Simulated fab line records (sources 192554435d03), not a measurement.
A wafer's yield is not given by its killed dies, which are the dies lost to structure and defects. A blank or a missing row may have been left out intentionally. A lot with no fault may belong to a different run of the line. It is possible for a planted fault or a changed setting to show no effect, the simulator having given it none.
Chamber matching + flow n5Finfet + N5_BEOL_M0_SAQP_ETCH_83 on rieDiel-04 has 4 sister chambers
The step etches SiARC in CF4, target depth 39 nm, time 65 s. 4 wafers are shown with their chamber, then 8 later ones without.

== EACH WAFER AND ITS CHAMBER ==
| wafer  | chamber | showerheadPlenumPTorr (Torr) |
|--------|---------|------------------------------|
| L086.6 | 1       | 2.11                         |
| L088.1 | 2       | 2.27                         |
| L088.6 | 0       | 2.27                         |
| L089.2 | 3       | 2.06                         |

== WAFERS WHOSE CHAMBER IS MISSING ==
| wafer  | showerheadPlenumPTorr (Torr) |
|--------|------------------------------|
| L089.5 | 2.27                         |
| L089.6 | 2.11                         |
| L093.1 | 2.26                         |
| L093.2 | 2.27                         |
| L093.4 | 2.06                         |
| L095.3 | 2.26                         |
| L095.5 | 2.06                         |
| L095.6 | 2.27                         |

== WHICH CHAMBER EACH WENT THROUGH ==
| wafer  | from the rows above     | in truth |
|--------|-------------------------|----------|
| L089.5 | can't be placed: 0 or 2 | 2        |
| L089.6 | 1                       | 1        |
| L093.1 | can't be placed: 0 or 2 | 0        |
| L093.2 | can't be placed: 0 or 2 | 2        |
| L093.4 | 3                       | 3        |
| L095.3 | can't be placed: 0 or 2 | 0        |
| L095.5 | 3                       | 3        |
| L095.6 | can't be placed: 0 or 2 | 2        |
3 of 8 placed correctly. Not placeable from these rows: 5 (in 5, the candidates include the true chamber). 0 placed wrongly.
How it was worked out, from the rows above alone: a wafer's distance from a chamber is the root of the sum, over the readings, of the square of ((its reading less the chamber's mean) divided by the reading's scatter). If the next closest chamber is less than 2 further off than the closest, the wafer can't be placed; otherwise it belongs to the closest. For every chamber, the mean is computed from those of its wafers that are shown. The scatter (one wafer shown for each chamber): square how far every hidden wafer sits from the nearest shown wafer, average those squares and take the square root.
